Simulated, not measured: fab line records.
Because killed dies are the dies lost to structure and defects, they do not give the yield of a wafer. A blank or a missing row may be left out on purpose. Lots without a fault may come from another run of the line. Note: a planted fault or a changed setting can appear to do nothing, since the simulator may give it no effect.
Matching of chambers | flow n5_finfet | N5_BEOL_M12_DESCUM_33 on rie_diel-04: 4 sister chambers
The step chemistry O2, time 7.9 s. 8 wafers are shown with their chamber, then 9 later ones without.

## WAFERS, EACH WITH ITS CHAMBER
wafer  | chamber | drypump_motor_current_A (A) | throttle_valve_pct (%)
L081.2 | 0       | 5.8                         | 20.27
L084.6 | 2       | 5.6                         | 20.48
L087.1 | 1       | 6.1                         | 20.73
L087.2 | 2       | 5.6                         | 20.49
L087.4 | 3       | 5.5                         | 20.69
L091.1 | 1       | 6.2                         | 20.73
L091.4 | 3       | 5.5                         | 20.69
L091.5 | 0       | 5.8                         | 20.27

## WAFERS WHOSE CHAMBER IS MISSING
wafer  | drypump_motor_current_A (A) | throttle_valve_pct (%)
L086.2 | 5.6                         | 20.51
L086.4 | 6.1                         | 20.72
L086.6 | 5.8                         | 20.27
L092.1 | 5.5                         | 20.70
L092.3 | 5.5                         | 20.71
L092.5 | 5.6                         | 20.52
L094.4 | 5.8                         | 20.28
L094.5 | 5.5                         | 20.72
L094.6 | 5.6                         | 20.54

## WHICH CHAMBER EACH WENT THROUGH
wafer  | from the rows above | in truth
L086.2 | 2                   | 2
L086.4 | 1                   | 1
L086.6 | 0                   | 0
L092.1 | 3                   | 3
L092.3 | 3                   | 3
L092.5 | 2                   | 2
L094.4 | 0                   | 0
L094.5 | 3                   | 3
L094.6 | 2                   | 2
Placed correctly: 9 of 9. From these rows, 0 cannot be placed. Wrongly placed: 0.
How it was worked out, from the rows above alone: a wafer's distance from a chamber is the root of the sum, over the readings, of the square of ((its reading less the chamber's mean) divided by the reading's scatter). The wafer belongs to the nearest chamber; if the next one is less than 2 further off, it can't be placed. Each chamber's mean is taken over the wafers shown for it. How the scatter is found: for the shown wafers, subtract from each reading the mean of its chamber, square and add these, divide the total by (wafers less chambers), then take the root.
